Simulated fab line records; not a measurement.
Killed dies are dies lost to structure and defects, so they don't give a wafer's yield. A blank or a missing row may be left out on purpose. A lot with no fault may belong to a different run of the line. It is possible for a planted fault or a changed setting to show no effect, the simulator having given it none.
Which of the tools did it? || flow n5-finfet || 27 wafers from 9 lots sampled at 5 of the route's 1938 steps

## WHAT EACH GAUGE READ, for each wafer
N5_BEOL_M4_RC_MEAS_101.
{"lot": "L305", "measured": "day 8 12:06", "on": "prober-02", "DIBL_N (mV/V)": "38.5 37.1 36.7", "DIBL_P (mV/V)": "37.3 34.6 34.6", "IOFF_N (nA/um)": "0.18 0.14 0.14", "IOFF_P (nA/um)": "0.21 0.17 0.15", "ION_N (uA/um)": "693 685 668", "ION_P (uA/um)": "464 461 447", "SS_N (mV/dec)": "71.5 71.3 71.4", "SS_P (mV/dec)": "73.9 73.2 73.4", "VT_N (mV)": "246 253 253", "VT_P (mV)": "-248 -254 -254"}
{"lot": "L311", "measured": "day 9 22:27", "on": "prober-01", "DIBL_N (mV/V)": "36.3 34.1 36.1", "DIBL_P (mV/V)": "35.4 33.1 35.0", "IOFF_N (nA/um)": "0.15 0.13 0.15", "IOFF_P (nA/um)": "0.22 0.19 0.22", "ION_N (uA/um)": "689 670 683", "ION_P (uA/um)": "472 466 474", "SS_N (mV/dec)": "71.8 71.3 71.7", "SS_P (mV/dec)": "73.4 72.8 73.1", "VT_N (mV)": "252 252 252", "VT_P (mV)": "-248 -246 -246"}
{"lot": "L313", "measured": "day 9 23:12", "on": "prober-02", "DIBL_N (mV/V)": "34.2 34.8 37.7", "DIBL_P (mV/V)": "34.4 34.9 37.7", "IOFF_N (nA/um)": "0.13 0.14 0.18", "IOFF_P (nA/um)": "0.18 0.18 0.22", "ION_N (uA/um)": "689 675 695", "ION_P (uA/um)": "466 465 468", "SS_N (mV/dec)": "70.7 72.1 71.9", "SS_P (mV/dec)": "72.2 72.0 72.7", "VT_N (mV)": "251 251 248", "VT_P (mV)": "-254 -253 -252"}
{"lot": "L318", "measured": "day 11 12:10", "on": "prober-02", "DIBL_N (mV/V)": "38.0 34.5 38.1", "DIBL_P (mV/V)": "36.6 33.9 37.7", "IOFF_N (nA/um)": "0.19 0.13 0.20", "IOFF_P (nA/um)": "0.25 0.21 0.28", "ION_N (uA/um)": "695 676 695", "ION_P (uA/um)": "473 473 474", "SS_N (mV/dec)": "72.4 70.4 72.4", "SS_P (mV/dec)": "73.9 72.5 74.1", "VT_N (mV)": "243 250 244", "VT_P (mV)": "-244 -250 -244"}
{"lot": "L319", "measured": "day 11 16:40", "on": "prober-01", "DIBL_N (mV/V)": "34.4 36.8 37.4", "DIBL_P (mV/V)": "34.9 37.8 38.2", "IOFF_N (nA/um)": "0.12 0.15 0.16", "IOFF_P (nA/um)": "0.16 0.20 0.20", "ION_N (uA/um)": "665 668 682", "ION_P (uA/um)": "453 456 465", "SS_N (mV/dec)": "69.9 71.1 71.3", "SS_P (mV/dec)": "72.7 73.4 73.6", "VT_N (mV)": "255 254 253", "VT_P (mV)": "-258 -252 -254"}
{"lot": "L320", "measured": "day 11 20:44", "on": "prober-02", "DIBL_N (mV/V)": "34.3 32.1 35.0", "DIBL_P (mV/V)": "33.7 33.2 36.9", "IOFF_N (nA/um)": "0.13 0.11 0.15", "IOFF_P (nA/um)": "0.17 0.17 0.20", "ION_N (uA/um)": "657 669 663", "ION_P (uA/um)": "460 466 458", "SS_N (mV/dec)": "71.6 70.7 71.1", "SS_P (mV/dec)": "72.2 72.4 73.0", "VT_N (mV)": "254 252 249", "VT_P (mV)": "-251 -253 -249"}
{"lot": "L322", "measured": "day 12 09:25", "on": "prober-02", "DIBL_N (mV/V)": "37.1 36.5 34.3", "DIBL_P (mV/V)": "38.1 37.3 35.6", "IOFF_N (nA/um)": "0.16 0.15 0.13", "IOFF_P (nA/um)": "0.22 0.21 0.19", "ION_N (uA/um)": "680 656 668", "ION_P (uA/um)": "461 452 465", "SS_N (mV/dec)": "71.9 71.4 71.2", "SS_P (mV/dec)": "73.2 72.5 72.7", "VT_N (mV)": "250 254 255", "VT_P (mV)": "-251 -250 -248"}
{"lot": "L327", "measured": "day 13 18:07", "on": "prober-01", "DIBL_N (mV/V)": "38.1 36.0 34.3", "DIBL_P (mV/V)": "38.2 34.8 33.1", "IOFF_N (nA/um)": "0.17 0.14 0.12", "IOFF_P (nA/um)": "0.26 0.20 0.18", "ION_N (uA/um)": "678 674 669", "ION_P (uA/um)": "476 470 466", "SS_N (mV/dec)": "71.5 71.9 70.5", "SS_P (mV/dec)": "74.7 72.7 72.2", "VT_N (mV)": "251 252 254", "VT_P (mV)": "-248 -250 -251"}
{"lot": "L328", "measured": "day 13 21:46", "on": "prober-01", "DIBL_N (mV/V)": "36.0 34.6 38.6", "DIBL_P (mV/V)": "36.2 33.8 39.1", "IOFF_N (nA/um)": "0.16 0.12 0.21", "IOFF_P (nA/um)": "0.23 0.19 0.28", "ION_N (uA/um)": "678 665 692", "ION_P (uA/um)": "470 464 469", "SS_N (mV/dec)": "71.7 71.1 72.3", "SS_P (mV/dec)": "72.8 72.1 74.4", "VT_N (mV)": "248 252 247", "VT_P (mV)": "-249 -251 -247"}

## WHICH TOOL RAN EACH LOT (tool, then ch and the chambers of the sampled wafers, then the start)
{"lot": "L305", "N5_BEOL_M0_SAQP_ILD_DEP_01": "pecvd-02 ch 1,2, day 5 07:59", "N5_BEOL_M0_SAQP_PECVD_96": "pecvd-02 ch 0,1,2, day 5 08:43", "N5_BEOL_M0_SAQP_STRIP_86": "rie-diel-03 ch 0,2,3, day 5 09:55", "N5_BEOL_M0_SAQP_ETCH_101": "rie-diel-05 ch 0,1, day 5 12:40"}
{"lot": "L311", "N5_BEOL_M0_SAQP_ILD_DEP_01": "pecvd-02 ch 0,2, day 7 01:00", "N5_BEOL_M0_SAQP_PECVD_96": "pecvd-02 ch 0,1,2, day 7 01:45", "N5_BEOL_M0_SAQP_STRIP_86": "rie-diel-06 ch 0,1,2, day 7 03:01", "N5_BEOL_M0_SAQP_ETCH_101": "rie-diel-05 ch 0,2, day 7 04:30"}
{"lot": "L313", "N5_BEOL_M0_SAQP_ILD_DEP_01": "pecvd-03 ch 0,2, day 7 07:57", "N5_BEOL_M0_SAQP_PECVD_96": "pecvd-04 ch 1,2, day 7 11:15", "N5_BEOL_M0_SAQP_STRIP_86": "rie-diel-06 ch 0,1,2, day 7 12:20", "N5_BEOL_M0_SAQP_ETCH_101": "rie-diel-06 ch 0,1,3, day 7 13:34"}
{"lot": "L318", "N5_BEOL_M0_SAQP_ILD_DEP_01": "pecvd-02 ch 1,2, day 8 16:31", "N5_BEOL_M0_SAQP_PECVD_96": "pecvd-02 ch 0,2, day 8 19:01", "N5_BEOL_M0_SAQP_STRIP_86": "rie-diel-03 ch 0,2, day 8 20:18", "N5_BEOL_M0_SAQP_ETCH_101": "rie-diel-06 ch 0,3, day 8 21:32"}
{"lot": "L319", "N5_BEOL_M0_SAQP_ILD_DEP_01": "pecvd-03 ch 0,1, day 8 23:05", "N5_BEOL_M0_SAQP_PECVD_96": "pecvd-04 ch 0,1, day 9 01:39", "N5_BEOL_M0_SAQP_STRIP_86": "rie-diel-03 ch 1,2, day 9 02:47", "N5_BEOL_M0_SAQP_ETCH_101": "rie-diel-05 ch 1,3, day 9 04:12"}
{"lot": "L320", "N5_BEOL_M0_SAQP_ILD_DEP_01": "pecvd-03 ch 0,1,2, day 9 02:07", "N5_BEOL_M0_SAQP_PECVD_96": "pecvd-02 ch 0,1,2, day 9 03:07", "N5_BEOL_M0_SAQP_STRIP_86": "rie-diel-05 ch 1,2,3, day 9 04:10", "N5_BEOL_M0_SAQP_ETCH_101": "rie-diel-05 ch 1,2,3, day 9 05:25"}
{"lot": "L322", "N5_BEOL_M0_SAQP_ILD_DEP_01": "pecvd-03 ch 1,2, day 9 16:41", "N5_BEOL_M0_SAQP_PECVD_96": "pecvd-04 ch 0,1, day 9 17:34", "N5_BEOL_M0_SAQP_STRIP_86": "rie-diel-06 ch 0,1,3, day 9 18:47", "N5_BEOL_M0_SAQP_ETCH_101": "rie-diel-03 ch 0,1,2, day 9 20:05"}
{"lot": "L327", "N5_BEOL_M0_SAQP_ILD_DEP_01": "pecvd-02 ch 0,2, day 11 01:06", "N5_BEOL_M0_SAQP_PECVD_96": "pecvd-04 ch 0,1,2, day 11 02:38", "N5_BEOL_M0_SAQP_STRIP_86": "rie-diel-06 ch 0,1,3, day 11 03:39", "N5_BEOL_M0_SAQP_ETCH_101": "rie-diel-03 ch 0,1,2, day 11 06:25"}
{"lot": "L328", "N5_BEOL_M0_SAQP_ILD_DEP_01": "pecvd-02 ch 0,1,2, day 11 05:52", "N5_BEOL_M0_SAQP_PECVD_96": "pecvd-03 ch 0,1,2, day 11 06:25", "N5_BEOL_M0_SAQP_STRIP_86": "rie-diel-06 ch 0,1, day 11 07:32", "N5_BEOL_M0_SAQP_ETCH_101": "rie-diel-05 ch 0,1, day 11 08:53"}
- N5_BEOL_M0_SAQP_ILD_DEP_01: deposits SiOC from DEMS/O2, target thk 45.419 nm, time 8.7 s.
- N5_BEOL_M0_SAQP_PECVD_96: deposits a-Si from SiH4/He, target thk 45 nm, time 45.2 s.
- N5_BEOL_M0_SAQP_STRIP_86: strips in N2/H2.
- N5_BEOL_M0_SAQP_ETCH_101: etches SiNx in CH3F/O2, target depth 29.9 nm, time 42.7 s.

## AS READ BY THE TOOLS THEMSELVES (means over the sampled wafers that have a number; for cases with no such wafer, the mark the record gives instead)
N5_BEOL_M0_SAQP_ILD_DEP_01.
{"lot": "L305", "tool": "pecvd-02", "heater-power-w (W)": 486, "showerhead-plenum-p-Torr (Torr)": 5.720, "throttle-valve-pct (%)": 11.7}
{"lot": "L311", "tool": "pecvd-02", "heater-power-w (W)": 439, "showerhead-plenum-p-Torr (Torr)": 5.709, "throttle-valve-pct (%)": 11.6}
{"lot": "L313", "tool": "pecvd-03", "heater-power-w (W)": 422, "showerhead-plenum-p-Torr (Torr)": 5.689, "throttle-valve-pct (%)": 11.6}
{"lot": "L318", "tool": "pecvd-02", "heater-power-w (W)": 513, "showerhead-plenum-p-Torr (Torr)": 5.714, "throttle-valve-pct (%)": 11.9}
{"lot": "L319", "tool": "pecvd-03", "heater-power-w (W)": 536, "showerhead-plenum-p-Torr (Torr)": 5.705, "throttle-valve-pct (%)": 11.8}
{"lot": "L320", "tool": "pecvd-03", "heater-power-w (W)": 461, "showerhead-plenum-p-Torr (Torr)": 5.694, "throttle-valve-pct (%)": 11.9}
{"lot": "L322", "tool": "pecvd-03", "heater-power-w (W)": 547, "showerhead-plenum-p-Torr (Torr)": 5.694, "throttle-valve-pct (%)": 11.7}
{"lot": "L327", "tool": "pecvd-02", "heater-power-w (W)": 438, "showerhead-plenum-p-Torr (Torr)": 5.715, "throttle-valve-pct (%)": 11.6}
{"lot": "L328", "tool": "pecvd-02", "heater-power-w (W)": 423, "showerhead-plenum-p-Torr (Torr)": 5.721, "throttle-valve-pct (%)": 12.0}

N5_BEOL_M0_SAQP_PECVD_96.
{"lot": "L305", "tool": "pecvd-02", "heater-power-w (W)": 573, "showerhead-plenum-p-Torr (Torr)": 5.75, "throttle-valve-pct (%)": 18.1}
{"lot": "L311", "tool": "pecvd-02", "heater-power-w (W)": 565, "showerhead-plenum-p-Torr (Torr)": 5.76, "throttle-valve-pct (%)": 18.0}
{"lot": "L313", "tool": "pecvd-04", "heater-power-w (W)": 674, "showerhead-plenum-p-Torr (Torr)": 5.63, "throttle-valve-pct (%)": 17.9}
{"lot": "L318", "tool": "pecvd-02", "heater-power-w (W)": 581, "showerhead-plenum-p-Torr (Torr)": 5.74, "throttle-valve-pct (%)": 17.6}
{"lot": "L319", "tool": "pecvd-04", "heater-power-w (W)": 651, "showerhead-plenum-p-Torr (Torr)": 5.68, "throttle-valve-pct (%)": 17.6}
{"lot": "L320", "tool": "pecvd-02", "heater-power-w (W)": 625, "showerhead-plenum-p-Torr (Torr)": 5.75, "throttle-valve-pct (%)": 18.2}
{"lot": "L322", "tool": "pecvd-04", "heater-power-w (W)": 707, "showerhead-plenum-p-Torr (Torr)": 5.69, "throttle-valve-pct (%)": 17.8}
{"lot": "L327", "tool": "pecvd-04", "heater-power-w (W)": 668, "showerhead-plenum-p-Torr (Torr)": 5.66, "throttle-valve-pct (%)": 17.3}
{"lot": "L328", "tool": "pecvd-03", "heater-power-w (W)": 619, "showerhead-plenum-p-Torr (Torr)": 5.67, "throttle-valve-pct (%)": 17.8}

N5_BEOL_M0_SAQP_STRIP_86.
{"lot": "L305", "tool": "rie-diel-03", "drypump-motor-current-A (A)": 5.45, "h2-flow-sccm (sccm)": 299.4, "oes-product-au (a.u.)": 0.71, "rf-vpp-V (V)": 122.5, "showerhead-plenum-p-Torr (Torr)": 3.38, "throttle-valve-pct (%)": 19.1}
{"lot": "L311", "tool": "rie-diel-06", "drypump-motor-current-A (A)": 5.48, "h2-flow-sccm (sccm)": 330.0, "oes-product-au (a.u.)": 0.72, "rf-vpp-V (V)": 121.8, "showerhead-plenum-p-Torr (Torr)": 3.53, "throttle-valve-pct (%)": 22.4}
{"lot": "L313", "tool": "rie-diel-06", "drypump-motor-current-A (A)": 5.47, "h2-flow-sccm (sccm)": 330.8, "oes-product-au (a.u.)": 0.73, "rf-vpp-V (V)": 121.7, "showerhead-plenum-p-Torr (Torr)": 3.53, "throttle-valve-pct (%)": 22.5}
{"lot": "L318", "tool": "rie-diel-03", "drypump-motor-current-A (A)": 5.50, "h2-flow-sccm (sccm)": 300.2, "oes-product-au (a.u.)": 0.69, "rf-vpp-V (V)": 122.2, "showerhead-plenum-p-Torr (Torr)": 3.31, "throttle-valve-pct (%)": 19.2}
{"lot": "L319", "tool": "rie-diel-03", "drypump-motor-current-A (A)": 5.30, "h2-flow-sccm (sccm)": 299.9, "oes-product-au (a.u.)": 0.78, "rf-vpp-V (V)": 121.7, "showerhead-plenum-p-Torr (Torr)": 3.46, "throttle-valve-pct (%)": 18.8}
{"lot": "L320", "tool": "rie-diel-05", "drypump-motor-current-A (A)": 5.49, "h2-flow-sccm (sccm)": 300.2, "oes-product-au (a.u.)": 0.87, "rf-vpp-V (V)": 119.8, "showerhead-plenum-p-Torr (Torr)": 3.36, "throttle-valve-pct (%)": 19.0}
{"lot": "L322", "tool": "rie-diel-06", "drypump-motor-current-A (A)": 5.29, "h2-flow-sccm (sccm)": 300.0, "oes-product-au (a.u.)": 0.80, "rf-vpp-V (V)": 122.9, "showerhead-plenum-p-Torr (Torr)": 3.44, "throttle-valve-pct (%)": 18.9}
{"lot": "L327", "tool": "rie-diel-06", "drypump-motor-current-A (A)": 5.28, "h2-flow-sccm (sccm)": 299.8, "oes-product-au (a.u.)": 0.78, "rf-vpp-V (V)": 121.6, "showerhead-plenum-p-Torr (Torr)": 3.43, "throttle-valve-pct (%)": 18.9}
{"lot": "L328", "tool": "rie-diel-06", "drypump-motor-current-A (A)": 5.21, "h2-flow-sccm (sccm)": 299.8, "oes-product-au (a.u.)": 0.79, "rf-vpp-V (V)": 121.9, "showerhead-plenum-p-Torr (Torr)": 3.48, "throttle-valve-pct (%)": 18.9}

N5_BEOL_M0_SAQP_ETCH_101.
{"lot": "L305", "tool": "rie-diel-05", "bias-w (W)": 73.14, "drypump-motor-current-A (A)": 5.30, "oes_ar_750_au (a.u.)": 0.87, "oes-product-au (a.u.)": 0.89, "rf-vpp-V (V)": 296, "showerhead-plenum-p-Torr (Torr)": 1.99, "throttle-valve-pct (%)": 16.13}
{"lot": "L311", "tool": "rie-diel-05", "bias-w (W)": 73.02, "drypump-motor-current-A (A)": 5.47, "oes_ar_750_au (a.u.)": 0.71, "oes-product-au (a.u.)": 0.69, "rf-vpp-V (V)": 293, "showerhead-plenum-p-Torr (Torr)": 2.06, "throttle-valve-pct (%)": 16.58}
{"lot": "L313", "tool": "rie-diel-06", "bias-w (W)": 72.93, "drypump-motor-current-A (A)": 5.29, "oes_ar_750_au (a.u.)": 0.72, "oes-product-au (a.u.)": 0.73, "rf-vpp-V (V)": 302, "showerhead-plenum-p-Torr (Torr)": 2.05, "throttle-valve-pct (%)": 16.49}
{"lot": "L318", "tool": "rie-diel-06", "bias-w (W)": 73.03, "drypump-motor-current-A (A)": 5.24, "oes_ar_750_au (a.u.)": 0.73, "oes-product-au (a.u.)": 0.72, "rf-vpp-V (V)": 305, "showerhead-plenum-p-Torr (Torr)": 2.02, "throttle-valve-pct (%)": 16.47}
{"lot": "L319", "tool": "rie-diel-05", "bias-w (W)": 73.18, "drypump-motor-current-A (A)": 5.40, "oes_ar_750_au (a.u.)": 0.84, "oes-product-au (a.u.)": 0.86, "rf-vpp-V (V)": 298, "showerhead-plenum-p-Torr (Torr)": 1.96, "throttle-valve-pct (%)": 16.06}
{"lot": "L320", "tool": "rie-diel-05", "bias-w (W)": 72.80, "drypump-motor-current-A (A)": 5.49, "oes_ar_750_au (a.u.)": 0.87, "oes-product-au (a.u.)": 0.87, "rf-vpp-V (V)": 297, "showerhead-plenum-p-Torr (Torr)": 2.00, "throttle-valve-pct (%)": 16.13}
{"lot": "L322", "tool": "rie-diel-03", "bias-w (W)": 72.95, "drypump-motor-current-A (A)": 5.48, "oes_ar_750_au (a.u.)": 0.73, "oes-product-au (a.u.)": 0.73, "rf-vpp-V (V)": 297, "showerhead-plenum-p-Torr (Torr)": 2.03, "throttle-valve-pct (%)": 16.36}
{"lot": "L327", "tool": "rie-diel-03", "bias-w (W)": 72.85, "drypump-motor-current-A (A)": 5.49, "oes_ar_750_au (a.u.)": 0.72, "oes-product-au (a.u.)": 0.71, "rf-vpp-V (V)": 298, "showerhead-plenum-p-Torr (Torr)": 2.02, "throttle-valve-pct (%)": 16.38}
{"lot": "L328", "tool": "rie-diel-05", "bias-w (W)": 73.18, "drypump-motor-current-A (A)": 5.16, "oes_ar_750_au (a.u.)": 0.94, "oes-product-au (a.u.)": 0.95, "rf-vpp-V (V)": 294, "showerhead-plenum-p-Torr (Torr)": 2.01, "throttle-valve-pct (%)": 16.16}

## THE ANSWER, worked out from the rows above alone
Rule: what is usual is taken from the lots themselves. Put in order of their means at a reading, lots are off if they are a third of the lots or fewer, leave a main group of 4 or more, and stand apart from it by a gap of 3 or more times the standard deviation of the main group's means; of several such gaps the widest counts. If all means in a main group match to the digits the tables above print for the reading, that group is not used. A lot without any number at a reading at which 4 lots or more have one is off too. All remaining lots with rows at the step are treated as sound. After the gauges, taken in route order, come the tools' own readings; for these a lot's mean is taken, as printed above. At the first step where some lot is off, the reading lying furthest off is the one used; lots without a number count as furthest.
Off at N5_BEOL_M0_SAQP_STRIP_86 (h2-flow-sccm): L311, L313. Main group: mean 299.9 sccm, sd 0.26.
If a tool, at that step or one of the process steps before it, ran each lot that is off and ran no sound lot following the first of them, it fits. No candidate that was tried fits.

## WHAT THE SIMULATOR PUT IN
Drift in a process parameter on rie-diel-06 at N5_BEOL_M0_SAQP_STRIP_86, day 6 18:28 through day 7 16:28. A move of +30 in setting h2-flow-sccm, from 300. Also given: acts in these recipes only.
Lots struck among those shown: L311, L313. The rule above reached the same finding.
